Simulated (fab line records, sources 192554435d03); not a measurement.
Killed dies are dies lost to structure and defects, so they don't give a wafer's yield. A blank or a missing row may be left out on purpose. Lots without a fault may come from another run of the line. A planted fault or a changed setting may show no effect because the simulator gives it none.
Chamber matching | flow n5_finfet | N5_BEOL_M2_ETCHBACK_99 on rie_diel-04: 4 sister chambers
The step etches SiO2 in CHF3, target depth 5 nm, time 10.4 s. 8 wafers are shown with their chamber, then 8 later ones without.

WAFERS WITH THEIR CHAMBER
wafer  | chamber | throttle_valve_pct (%) | rf_vpp_V (V)
L080.4 | 0       | 16.96                  | 245.5
L080.5 | 1       | 16.65                  | 241.0
L088.2 | 2       | 17.26                  | 242.6
L088.6 | 0       | 16.98                  | 246.3
L089.1 | 3       | 16.70                  | 241.3
L089.4 | 1       | 16.70                  | 241.8
L089.6 | 2       | 17.25                  | 244.4
L091.1 | 3       | 16.72                  | 241.7

WAFERS WITHOUT THEIR CHAMBER
wafer  | throttle_valve_pct (%) | rf_vpp_V (V)
L091.2 | 16.72                  | 242.2
L091.3 | 17.24                  | 244.1
L093.1 | 17.25                  | 243.5
L093.5 | 16.99                  | 246.0
L093.6 | 16.73                  | 242.4
L097.3 | 17.28                  | 243.0
L097.4 | 16.74                  | 241.5
L097.6 | 17.02                  | 246.7

WHICH CHAMBER EACH WENT THROUGH
wafer  | from the rows above     | in truth
L091.2 | can't be placed: 3 or 1 | 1
L091.3 | 2                       | 2
L093.1 | 2                       | 2
L093.5 | 0                       | 0
L093.6 | can't be placed: 3 or 1 | 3
L097.3 | 2                       | 2
L097.4 | can't be placed: 3 or 1 | 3
L097.6 | 0                       | 0
Placed correctly: 5 of 8. Can't be placed from these rows: 3 (the true chamber is among the candidates in 3). Placed wrongly: 0.
How it was worked out, from the rows above alone: a wafer's distance from a chamber is the root of the sum, over the readings, of the square of ((its reading less the chamber's mean) divided by the reading's scatter). The wafer belongs to the nearest chamber; if the next one is less than 2 further off, it can't be placed. A chamber's mean is the mean of its shown wafers. The scatter: the root of (the sum of the squares of (reading less its chamber's mean) over the shown wafers, divided by (wafers less chambers)).
